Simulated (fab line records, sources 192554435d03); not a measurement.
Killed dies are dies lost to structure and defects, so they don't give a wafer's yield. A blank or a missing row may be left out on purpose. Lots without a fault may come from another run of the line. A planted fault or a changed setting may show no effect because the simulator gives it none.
Split-lot experiment | flow n5_finfet | 7 lots, 39 wafers read, on a route of 1938 steps

THE SPLIT
At N5_BEOL_M6_DEP_56 (deposits SiCN from 3MS/NH3, target thk 10 nm, time 17.5 s), the setting time_s was moved away from the recipe's 17.5 s on 12 of the 39 wafers read, by -37.1% to +53.0%. The other wafers ran this setting at the recipe's value.

The reading is taken at the split's own step.

THE READING
SiCN_of_BEOL_M6_DEP_56.thk_nm (the simulator's own value, which no gauge read), in nm, at N5_BEOL_M6_DEP_56 (deposits SiCN from 3MS/NH3, target thk 10 nm, time 17.5 s). The file gives no usual value for it. The 27 wafers here that ran the recipe average 10.0 nm, standard deviation 0.19 nm.

wafer  | tool, chamber at the split | time_s as run, s | against the recipe | SiCN_of_BEOL_M6_DEP_56.thk_nm, nm | against lot-mates on the recipe
L074.1 | pecvd-01, 2                | 17.5             | recipe             | 10.2                              | -
L074.3 | pecvd-01, 1                | 17.5             | recipe             | 9.8                               | -
L074.6 | pecvd-01, 2                | 17.5             | recipe             | 10.4                              | -
L080.1 | pecvd-02, 1                | 11               | -37.1%             | 6.2                               | -3.9
L080.6 | pecvd-02, 1                | 11               | -37.1%             | 6.2                               | -3.9
L080.2 | pecvd-02, 0                | 17.5             | recipe             | 10                                | -
L080.5 | pecvd-02, 0                | 17.5             | recipe             | 10                                | -
L080.3 | pecvd-02, 0                | 17.5             | recipe             | 10.2                              | -
L080.4 | pecvd-02, 1                | 11               | -37.1%             | 6.4                               | -3.7
L082.1 | pecvd-04, 1,2              | 17.5             | recipe             | 9.8                               | -
L082.5 | pecvd-04, 1,2              | 17.5             | recipe             | 9.8                               | -
L082.2 | pecvd-04, 0,2              | 20.54            | +17.4%             | 11.6                              | +1.7
L082.3 | pecvd-04, 0,2              | 20.54            | +17.4%             | 11.6                              | +1.7
L082.4 | pecvd-04, 0                | 20.54            | +17.4%             | 12                                | +2.1
L082.6 | pecvd-04, 1                | 17.5             | recipe             | 10.2                              | -
L086.1 | pecvd-04, 1                | 17.5             | recipe             | 9.8                               | -
L086.2 | pecvd-04, 2                | 26.78            | +53.0%             | 15                                | +5.1
L086.3 | pecvd-04, 0,2              | 17.5             | recipe             | 10                                | -
L086.6 | pecvd-04, 0,2              | 17.5             | recipe             | 10                                | -
L086.4 | pecvd-04, 0,1              | 26.78            | +53.0%             | 15.4                              | +5.5
L086.5 | pecvd-04, 0,1              | 26.78            | +53.0%             | 15.4                              | +5.5
L087.1 | pecvd-02, 1,2,0            | 17.5             | recipe             | 10                                | -
L087.4 | pecvd-02, 1,2,0            | 17.5             | recipe             | 10                                | -
L087.6 | pecvd-02, 1,2,0            | 17.5             | recipe             | 10                                | -
L087.2 | pecvd-02, 2                | 17.5             | recipe             | 9.6                               | -
L087.3 | pecvd-02, 0                | 17.5             | recipe             | 9.8                               | -
L087.5 | pecvd-02, 1                | 17.5             | recipe             | 10.2                              | -
L095.1 | pecvd-02, 1                | 17.5             | recipe             | 9.6                               | -
L095.2 | pecvd-02, 0,1,0            | 13.38            | -23.5%             | 7.6                               | -2.1
L095.5 | pecvd-02, 0,1,0            | 13.38            | -23.5%             | 7.6                               | -2.1
L095.6 | pecvd-02, 0,1,0            | 13.38            | -23.5%             | 7.6                               | -2.1
L095.3 | pecvd-02, 2                | 17.5             | recipe             | 9.8                               | -
L095.4 | pecvd-02, 2                | 17.5             | recipe             | 9.8                               | -
L096.1 | pecvd-04, 2,1              | 17.5             | recipe             | 9.8                               | -
L096.3 | pecvd-04, 2,1              | 17.5             | recipe             | 9.8                               | -
L096.2 | pecvd-04, 0,1,2            | 17.5             | recipe             | 10                                | -
L096.4 | pecvd-04, 0,1,2            | 17.5             | recipe             | 10                                | -
L096.6 | pecvd-04, 0,1,2            | 17.5             | recipe             | 10                                | -
L096.5 | pecvd-04, 0                | 17.5             | recipe             | 10.2                              | -
Where a row lists several chambers, the file gives one row for several wafers and doesn't say which wafer went through which chamber.

THE FIT
A straight line over all 39 wafers: SiCN_of_BEOL_M6_DEP_56.thk_nm changes by +0.1 nm for each +1% of time_s; r = +1.00; the points scatter about the line by 0.18 nm.
The same after taking each lot's own level away (the mean of its wafers on the recipe; 39 wafers): +0.1 nm for each +1%; r = +1.00; scatter 0.17 nm.
On that fit, the largest move of time_s shifts the reading by 5.3 nm.
The lots' own levels span 9.73 to 10.13 nm, that is 2.1 times the standard deviation above.
So the lot-to-lot level changes the slope little: the two slopes agree.
Check: with one of the wafers moved furthest among these (+53.0%) left out of the fit, the line predicts +5.39 nm for it against its lot-mates. It came out at +5.07 nm against them.

OTHER SPLITS ON THESE WAFERS
These wafers also went through other splits before the reading. Each is held against what the fit with the lots' levels taken away leaves over:
other split on the same wafers            | wafers away from the commonest value | r with SiCN_of_BEOL_M6_DEP_56.thk_nm (lot level and that fit taken away)
N5_BEOL_M0_TRENCH_ETCH_107 target_depth_a | 9                                    | +0.07
N5_BEOL_M1_TRENCH_ETCH_37 target_depth_a  | 9                                    | +0.32
N5_BEOL_M5_TRENCH_ETCH_37 time_s          | 9                                    | -0.18

THE FILE'S OWN FIT
SiCN_of_BEOL_M6_DEP_56.thk_nm changes by +0.1 nm for each +1% of time_s, r = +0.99.
